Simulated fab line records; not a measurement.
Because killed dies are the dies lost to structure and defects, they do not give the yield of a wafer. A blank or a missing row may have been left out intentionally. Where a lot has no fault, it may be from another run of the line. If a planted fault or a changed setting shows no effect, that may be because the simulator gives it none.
fab line records ; flow nand_harc
record lots=6; wafers=14; last_day=24
route steps=1159 shown A_M0@1013 A_M1@1026 END@1159
lots untouched by any fault: they come from a run of this same line in which no faults occurred
start_h: the number of hours between the record's first day and the start of the first shown wafer of the lot ; wait_h: hours elapsed since this lot's preceding step ; " same as the row above ; L1.1+2: a row that stands for several wafers ; - no value, or no start given ; * or withheld: withheld ; < > ~ a bound
route shown NAME@n: a module of which the file shows steps, and the number in the route of the first ; usual: average and standard deviation across the fault-free wafers ; same: alike in all rows ; chamber/n: place in a boat ; sites: readings site by site ; _std_site: the standard deviation of these ; _edge_site: the outer-site mean with the inner-site mean subtracted ; radius_mm: how far each site lies from the wafer's centre ; mask NAME#n: copy n ; behind: the most recent tool/chamber to have shaped the wafer ; hold: the reason the lot was held/the length of the hold in hours/how it ended ; device: the n, p or np transistor that did not switch ; end of line: at the end of the route, the tests of the same wafers ; where a step has no rows: the recipe by itself ; killed: not the wafer's yield, but the dies lost to structure and defects at the first sort ; map: shows each die of a wafer: x if killed, . if not, _ if none is there
set.NAME: the setting that was run; set.NAME@STEP: the one run at that earlier step ; model.NAME: the simulator's own value behind a step, which no gauge read
a table for each step, a row for each wafer; lots at some steps of the route
services: when a tool's chamber went out of use (start_h, in hours from the record's first day, below 0 if earlier), for how many hours, and the reason
## steps
# step NHARC_A_M0_DEGAS_28
# recipe temp_c=250; time_s=60
# usual heater_power_w=341/31
lot.wafer;tool;chamber;start_h;wait_h;heater_power_w
L272.4;pvd_sputter-03;-;403.14;-;320
L272.2;pvd_sputter-03;-;403.14;-;364
L272.5;pvd_sputter-03;-;403.14;-;376
L273.4;pvd_sputter-03;-;403.64;-;370
L273.3;pvd_sputter-03;-;403.64;-;328
L273.5;pvd_sputter-03;-;403.64;-;347
L288.2;pvd_sputter-02;-;502.35;-;351
L287.1;pvd_sputter-01;-;502.85;-;295
L289.1;pvd_sputter-02;-;503.39;-;338
L289.3;pvd_sputter-02;-;503.39;-;353
L289.5;pvd_sputter-02;-;503.39;-;372
L294.1;pvd_sputter-01;-;537.00;-;342
L294.2;pvd_sputter-01;-;537.00;-;292
L294.5;pvd_sputter-01;-;537.00;-;339
# step NHARC_A_M0_PRE_CLEAN_29
# recipe time_s=30; temp_c=280; gas=H2/He
# usual heater_power_w=418/38
lot.wafer;tool;chamber;start_h;wait_h;heater_power_w
L272.2;pvd_sputter-03;-;-;-;436
L272.4;pvd_sputter-03;-;-;-;399
L272.5;pvd_sputter-03;-;-;-;476
L273.3;pvd_sputter-03;-;-;-;461
L273.4;pvd_sputter-03;-;-;-;439
L273.5;pvd_sputter-03;-;-;-;427
L288.2;pvd_sputter-02;-;-;-;434
L287.1;pvd_sputter-01;-;-;-;444
L289.1;pvd_sputter-02;-;-;-;367
L289.3;pvd_sputter-02;-;-;-;429
L289.5;pvd_sputter-02;-;-;-;354
L294.2;pvd_sputter-01;-;-;-;415
L294.1;pvd_sputter-01;-;-;-;429
L294.5;pvd_sputter-01;-;-;-;345
# step NHARC_A_M0_PVD_20
# recipe target_thk_a=50; bias_v=168.6; power_w=15000; chamber_pressure_pa=0.12; time_s=8.06; substrate_temp_c=50; material=TaN
# usual throttle_valve_pct=30.0/0.92
lot.wafer;tool;chamber;start_h;wait_h;throttle_valve_pct
L272.2;pvd_sputter-03;-;-;-;29.8
L272.4;pvd_sputter-03;-;-;-;28.8
L272.5;pvd_sputter-03;-;-;-;29.7
L273.4;pvd_sputter-03;-;-;-;31.6
L273.3;pvd_sputter-03;-;-;-;30.1
L273.5;pvd_sputter-03;-;-;-;29.2
L288.2;pvd_sputter-02;-;-;-;28.7
L287.1;pvd_sputter-01;-;-;-;30.0
L289.1;pvd_sputter-02;-;-;-;28.9
L289.3;pvd_sputter-02;-;-;-;29.4
L289.5;pvd_sputter-02;-;-;-;30.6
L294.1;pvd_sputter-01;-;-;-;29.6
L294.2;pvd_sputter-01;-;-;-;29.2
L294.5;pvd_sputter-01;-;-;-;29.8
# step NHARC_A_M0_PVD_21
# recipe target_thk_a=300; chamber_pressure_pa=5; power_w=5000; substrate_temp_c=30; time_s=20.49; material=Cu
# usual throttle_valve_pct=30.0/0.92
lot.wafer;tool;chamber;start_h;wait_h;throttle_valve_pct
L272.4;pvd_sputter-03;-;-;-;28.9
L272.2;pvd_sputter-03;-;-;-;31.6
L272.5;pvd_sputter-03;-;-;-;30.7
L273.4;pvd_sputter-03;-;-;-;31.2
L273.3;pvd_sputter-03;-;-;-;29.1
L273.5;pvd_sputter-03;-;-;-;30.1
L288.2;pvd_sputter-02;-;-;-;30.6
L287.1;pvd_sputter-01;-;-;-;28.9
L289.3;pvd_sputter-02;-;-;-;28.7
L289.1;pvd_sputter-02;-;-;-;29.6
L289.5;pvd_sputter-02;-;-;-;30.6
L294.2;pvd_sputter-01;-;-;-;29.6
L294.1;pvd_sputter-01;-;-;-;28.4
L294.5;pvd_sputter-01;-;-;-;29.6
# step NHARC_A_M0_ECD_22
# recipe target_thk_a=4000; bath_temp_c=25; material=Cu
# step NHARC_A_M0_ANNEAL_30
# recipe temp_c=225; time_s=90
# usual anneal_temp_c_max=226.2/0.63; wafer_temp_C_max=225.9/0.35
lot.wafer;tool;chamber;start_h;wait_h;anneal_temp_c_max;wafer_temp_C_max
L272.2;rtp_anneal-02;0;404.24;-;225.5;225.6
L272.4;rtp_anneal-02;0;404.24;-;225.7;225.9
L272.5;rtp_anneal-02;0;404.24;-;225.5;226.2
L273.3;rtp_anneal-01;0;404.99;-;226.0;226.0
L273.4;rtp_anneal-01;0;404.99;-;226.8;226.1
L273.5;rtp_anneal-01;0;404.99;-;227.0;225.8
L288.2;rtp_anneal-01;0;503.15;0.4;226.6;225.9
L287.1;rtp_anneal-01;0;503.57;-;227.0;226.1
L289.1;rtp_anneal-01;0;504.15;0.3;226.6;226.1
L289.3;rtp_anneal-01;0;504.15;0.3;226.5;226.2
L289.5;rtp_anneal-01;0;504.15;0.3;227.1;226.2
L294.1;rtp_anneal-02;0;537.79;-;225.6;225.7
L294.2;rtp_anneal-02;0;537.79;-;225.5;226.1
L294.5;rtp_anneal-02;0;537.79;-;225.5;225.6
# step NHARC_A_M0_CMP_23
# recipe t_overpolish_s=20; target_thk_nm=113.75
# step NHARC_A_M0_THK_MEAS_24
# recipe thk_meas_gauge=xrf
# usual thk_nm=114.3/1.6
lot.wafer;tool;chamber;start_h;wait_h;thk_nm
L272.2;film_metro-02;-;404.85;-;120.3
L272.4;film_metro-02;-;404.85;-;113.7
L272.5;film_metro-02;-;404.85;-;116.2
L273.3;film_metro-02;-;405.55;-;115.1
L273.4;film_metro-02;-;405.55;-;115.1
L273.5;film_metro-02;-;405.55;-;114.3
L288.2;film_metro-01;-;503.76;-;110.2
L287.1;film_metro-01;-;504.24;-;116.8
L289.1;film_metro-01;-;504.80;-;113.6
L289.3;film_metro-01;-;504.80;-;112.9
L289.5;film_metro-01;-;504.80;-;111.7
L294.1;film_metro-02;-;538.45;-;112.7
L294.2;film_metro-02;-;538.45;-;113.7
L294.5;film_metro-02;-;538.45;-;117.2
# step NHARC_A_M0_SRD_25
# step NHARC_A_M0_INSPECT_27
# usual raw_defect_count=476/130
lot.wafer;tool;chamber;start_h;wait_h;raw_defect_count
L272.2;defect_inspect-02;-;405.01;0.0;396
L272.4;defect_inspect-02;-;405.01;0.0;451
L272.5;defect_inspect-02;-;405.01;0.0;400
L273.3;defect_inspect-01;-;405.71;0.0;439
L273.4;defect_inspect-01;-;405.71;0.0;334
L273.5;defect_inspect-01;-;405.71;0.0;515
L288.2;defect_inspect-01;-;503.94;0.0;353
L287.1;defect_inspect-02;-;504.39;0.0;674
L289.1;defect_inspect-01;-;504.96;0.0;453
L289.3;defect_inspect-01;-;504.96;0.0;827
L289.5;defect_inspect-01;-;504.96;0.0;554
L294.1;defect_inspect-02;-;538.61;0.0;408
L294.2;defect_inspect-02;-;538.61;0.0;661
L294.5;defect_inspect-02;-;538.61;0.0;647
# step NHARC_A_M0_PRE_CLEAN_31
# recipe time_s=12; temp_c=370; rf_power_w=300; gas=NH3
# step NHARC_A_M0_DEP_32
# recipe target_thk_a=300; temp_c=370; target_thk_nm=30; pressure_torr=3; flow_sccm=200; rf_w=450; material=SiCN
# usual chamber_pressure_Torr=3.000/0.007; heater_power_w=551/79
lot.wafer;tool;chamber;start_h;wait_h;chamber_pressure_Torr;heater_power_w
L272.2;pecvd-02;1;405.20;0.1;3.004;673
L272.5;pecvd-02;0;405.20;0.1;2.999;581
L272.4;pecvd-02;2;405.20;0.1;3.014;529
L273.3;pecvd-03;2;405.96;0.1;2.986;382
L273.5;pecvd-03;2;405.96;0.1;2.995;379
L273.4;pecvd-03;0;405.96;0.1;2.971;560
L288.2;pecvd-02;2;504.17;0.1;3.011;497
L287.1;pecvd-02;2;504.63;0.1;3.002;512
L289.1;pecvd-04;2;505.35;0.1;2.988;648
L289.3;pecvd-04;0;505.35;0.1;3.013;477
L289.5;pecvd-04;2;505.35;0.1;2.993;609
L294.2;pecvd-03;0;538.75;0.1;2.999;629
L294.1;pecvd-03;2;538.75;0.1;2.983;402
L294.5;pecvd-03;0;538.75;0.1;2.993;645
# step NHARC_A_M1_DEP_00
# recipe target_thk_a=1825; target_thk_nm=182.5; temp_c=withheld; pressure_torr=5; flow_sccm=200; rf_w=600; material=SiOC
# step NHARC_A_M1_DEHYDRATE_01
# recipe temp_c=150; time_s=120
# step NHARC_A_M1_HMDS_02
# recipe time_s=30
# step NHARC_A_M1_COAT_34
# recipe temp_c=200; time_s=65
# step NHARC_A_M1_COAT_03
# recipe spin_rpm=1500; resist_thk_nm=90
# step NHARC_A_M1_SOFTBAKE_04
# recipe temp_c=105; time_s=55
# step NHARC_A_M1_EBR_05
# step NHARC_A_M1_EXPOSE_06
# recipe na=1.35; target_cd_nm=120; dose_mj=75.13; mask_id=A_M1
# step NHARC_A_M1_PEB_07
# recipe peb_temp_c=100; peb_time_s=65
# step NHARC_A_M1_DEVELOP_08
# recipe develop_time_s=35; dev_temp_c=23
# step NHARC_A_M1_CD_MEAS_09
# recipe target_cd_nm=120; landing_energy_ev=500
# usual cd_nm=119.9/0.54
lot.wafer;tool;chamber;start_h;wait_h;cd_nm
L272.2;cd_sem-03;0;406.40;-;120.6
L272.4;cd_sem-03;0;406.40;-;120.0
L272.5;cd_sem-03;0;406.40;-;120.3
L273.3;cd_sem-01;0;407.13;-;121.4
L273.4;cd_sem-01;0;407.13;-;120.1
L273.5;cd_sem-01;0;407.13;-;120.6
L288.2;cd_sem-02;0;505.47;-;118.6
L287.1;cd_sem-01;0;505.79;-;118.8
L289.1;cd_sem-01;0;506.56;-;119.7
L289.3;cd_sem-01;0;506.56;-;119.8
L289.5;cd_sem-01;0;506.56;-;119.6
L294.1;cd_sem-03;0;540.00;-;120.1
L294.2;cd_sem-03;0;540.00;-;120.6
L294.5;cd_sem-03;0;540.00;-;119.4
# step NHARC_A_M1_OVL_MEAS_10
# recipe pitch_nm=240
# usual overlay_x_nm=-0.1/0.78; overlay_y_nm=0.0/0.8
lot.wafer;tool;chamber;start_h;wait_h;overlay_x_nm;overlay_y_nm
L272.2;overlay-01;-;406.49;-;-0.2;1.0
L272.4;overlay-01;-;406.49;-;0.2;1.1
L272.5;overlay-01;-;406.49;-;-0.1;1.0
L273.3;overlay-01;-;407.22;-;0.3;-1.3
L273.4;overlay-01;-;407.22;-;0.7;-2.2
L273.5;overlay-01;-;407.22;-;1.1;-1.8
L288.2;overlay-01;-;505.56;-;-1.6;0.2
L287.1;overlay-02;-;505.88;-;-1.3;0.2
L289.1;overlay-01;-;506.65;-;-1.1;-0.7
L289.3;overlay-01;-;506.65;-;-1.0;-0.3
L289.5;overlay-01;-;506.65;-;-0.9;-0.3
L294.1;overlay-02;-;540.09;-;0.8;-0.3
L294.2;overlay-02;-;540.09;-;1.0;-0.4
L294.5;overlay-02;-;540.09;-;0.8;-1.3
# step NHARC_A_M1_INSPECT_11
# usual raw_defect_count=32/11
lot.wafer;tool;chamber;start_h;wait_h;hold;raw_defect_count
L272.2;defect_inspect-02;-;406.52;0.0;-;24
L272.4;defect_inspect-02;-;406.52;0.0;-;40
L272.5;defect_inspect-02;-;406.52;0.0;-;40
L273.3;defect_inspect-01;-;407.25;0.0;-;19
L273.4;defect_inspect-01;-;407.25;0.0;-;24
L273.5;defect_inspect-01;-;407.25;0.0;-;24
L288.2;defect_inspect-01;-;505.59;0.0;await_dispo/0.2h/release;726
L288.2;defect_inspect-01;-;505.77;0.2;-;731
L287.1;defect_inspect-02;-;505.92;0.0;await_dispo/0.2h/release;795
L287.1;defect_inspect-02;-;506.09;0.2;-;788
L289.1;defect_inspect-01;-;506.69;0.0;-;30
L289.3;defect_inspect-01;-;506.69;0.0;-;30
L289.5;defect_inspect-01;-;506.69;0.0;-;34
L294.1;defect_inspect-01;-;540.13;0.0;-;17
L294.2;defect_inspect-01;-;540.13;0.0;-;20
L294.5;defect_inspect-01;-;540.13;0.0;-;18
# step NHARC_END_SORT_01
# recipe temp_c=25
# usual defect_limited_yield=95.7/1.2; killed_at_array=25/7.8; killed_at_other=0.6/0.81; killed_at_periphery=3.3/2.2; killed_dies=29/8.2; killed_open=3.5/1.9; killed_short=1.8/1.3; sort_bin_2_pct=1.3/0.5; sort_bin_3_pct=0.23/0.21; sort_bin_4_pct=2.8/0.9; sort_n_pass=648/8.2; sort_rim_yield_pct=94.3/2.8; sort_yield_pct=95.7/1.2
# same gross_dies=677; sort_bin_5_pct[%]=0; sort_bin_6_pct[%]=0; sort_bin_7_pct[%]=0; sort_bin_8_pct[%]=0; sort_rim_n_gross=106.00
lot.wafer;tool;chamber;start_h;wait_h;defect_limited_yield[%];killed_at_array;killed_at_other;killed_at_periphery;killed_dies;killed_open;killed_short;sort_bin_2_pct[%];sort_bin_3_pct[%];sort_bin_4_pct[%];sort_n_pass;sort_rim_yield_pct[%];sort_yield_pct[%]
L273.3;prober-02;0;455.55;3.1;95.9;20;0;8;28;4;1;0.7;0.44;3.0;649;96.2;95.9
L273.4;prober-02;0;456.34;3.3;95.7;26;0;3;29;2;2;1.2;0;3.1;648;94.3;95.7
L273.5;prober-02;0;457.12;3.6;95.9;25;0;3;28;4;3;1.8;0;2.4;649;93.4;95.9
L287.1;prober-01;0;549.53;2.5;85.8;92;1;3;96;5;1;5.6;3.55;5.0;581;84.0;85.8
L288.2;prober-02;0;563.13;2.8;88.3;77;0;2;79;6;1;4.9;3.55;3.2;598;84.0;88.3
# killed by level:class
L273.3 A_CHANNEL_HOLE_D1:chamber_film_flake=6 P_ZERO_WELL:chamber_film_flake=4 A_CONTACT:chamber_film_flake=4 A_STAIRCASE:chamber_film_flake=3 A_CONTACT:geometric_particle:open=2 P_STI:chamber_film_flake=2 P_GATE:geometric_particle:open=1 A_WL_FILL:geometric_particle:open=1
L273.4 A_CHANNEL_HOLE_D1:chamber_film_flake=8 A_STAIRCASE:chamber_film_flake=6 A_M0:chamber_film_flake=3 A_SGD_CUT:chamber_film_flake=2 A_CONTACT:chamber_film_flake=2 P_M0:geometric_particle:open=1 A_CHANNEL_HOLE_D1:geometric_particle:short=1 A_WL_FILL:geometric_particle:short=1
L273.5 A_CHANNEL_HOLE_D1:chamber_film_flake=5 A_STAIRCASE:chamber_film_flake=5 A_M0:chamber_film_flake=5 A_ONON_D1:geometric_particle:short=2 A_SGD_CUT:chamber_film_flake=2 A_WL_FILL:chamber_film_flake=2 P_GATE:geometric_particle:open=1 P_CONTACT:geometric_particle:open=1
L287.1 A_M0:unspecified=59 A_SLIT:chamber_film_flake=17 A_CONTACT:chamber_film_flake=6 P_ZERO_WELL:chamber_film_flake=2 A_WL_FILL:chamber_film_flake=2 P_CONTACT:geometric_particle:open=1 A_WL_FILL:geometric_particle:short=1 A_CONTACT:geometric_particle:open=1
L288.2 A_M0:unspecified=63 A_CHANNEL_HOLE_D1:chamber_film_flake=4 A_M0:chamber_film_flake=3 A_CONTACT:geometric_particle:open=2 A_CONTACT:chamber_film_flake=2 P_CONTACT:geometric_particle:open=1 P_M0:geometric_particle:open=1 A_WL_FILL:geometric_particle:open=1
# map L287.1 (x killed, . not)
____________.____________
_________......x_________
_______..........._______
______.............______
_____..............._____
____.................____
____.................____
___............x......___
___..........x........___
__x.x..xxxx.x..........__
__xxx..xx..............__
_xxxxx..x..............._
_xxxxx.x..xx...x........_
_xxxxx...xx............._
_xxxxx...x.xxx.........._
_xxxxx...x.............._
xxxxx.....x..............
xxxxxx...................
xxxxxx.............x.....
xxxxx.x...............x.x
xxxxx....................
_.x.x..................._
_......................._
_......................x_
_....x.................._
_......................._
__.....................__
__.............x.......__
___...................___
___...................___
____........x........____
____.........x.x.....____
_____x.............._____
______.......x.....______
_______......xx..._______
_________......._________
____________.____________
# map L288.2 (x killed, . not)
____________.____________
_________......._________
_______..........._______
______.............______
_____..............._____
____...............x.____
____..............x..____
___.x...............x.___
___x............x...x.___
__x.xxx................__
__xxxx.................__
_xxxx..................._
_xxxxx.................._
_xxxxxx............x...._
_xxxxx.................._
_xxxxxx................._
xxxxxxx..................
xxxxxx...................
xxxxxx...................
xxxx.x...........x.......
xxxxx....................
_.xxxx.................x_
_......................._
_......................._
_......................._
_x......................_
__.....................__
__.....................__
___...................___
___...................___
____.................____
____........x........____
_____..............._____
______.............______
_______..........._______
_________......._________
____________.____________
## services
tool;chamber;start_h;hours;kind
pvd_sputter-02;-;383.73;4.8;repair
pvd_sputter-01;-;385.01;40.5;repair
pecvd-04;-;390.34;2.2;repair
pvd_sputter-02;-;393.79;10.0;pm
pecvd-02;0;438.09;21.0;repair
pvd_sputter-03;-;458.00;10.0;pm
pecvd-03;-;473.00;13.0;pm
pecvd-03;0;473.00;13.0;vent_cycle
pecvd-03;1;473.00;13.0;vent_cycle
pecvd-03;2;473.00;13.0;vent_cycle
pvd_sputter-01;-;474.85;2.0;repair
pecvd-03;0;486.00;-;clean
pecvd-03;1;486.00;-;clean
pecvd-03;2;486.00;-;clean
pecvd-02;2;507.66;4.1;repair
pvd_sputter-03;-;510.81;0.7;repair
pvd_sputter-01;-;515.14;10.0;pm
pecvd-02;-;516.20;13.0;pm
pecvd-02;0;516.20;13.0;vent_cycle
pecvd-02;1;516.20;13.0;vent_cycle
pecvd-02;2;516.20;13.0;vent_cycle
pecvd-02;0;529.20;-;clean
pecvd-02;1;529.20;-;clean
pecvd-02;2;529.20;-;clean
## key
first_sign step=NHARC_A_M1_INSPECT_11; reading=visit; direction=added
effect step=NHARC_A_M1_INSPECT_11; reading=raw_defect_count; direction=up; sigmas=64; usual=32; struck=760
effect step=NHARC_END_SORT_01; reading=killed_at_array; direction=up; sigmas=7.6; usual=25; struck=84
more_kills_born_at NHARC_A_M0_DEP_32@pecvd-02=122
met_at NHARC_A_M0_DEP_32
struck_wafers L287.1,L288.2
onset_between 405.20 504.17
fault kind=chamber_particle_source; tool=pecvd-02; chamber=2; onset_h=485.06; steps=NHARC_A_M0_DEP_32; rate_per_visit_cm2=1.0852; end_h=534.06
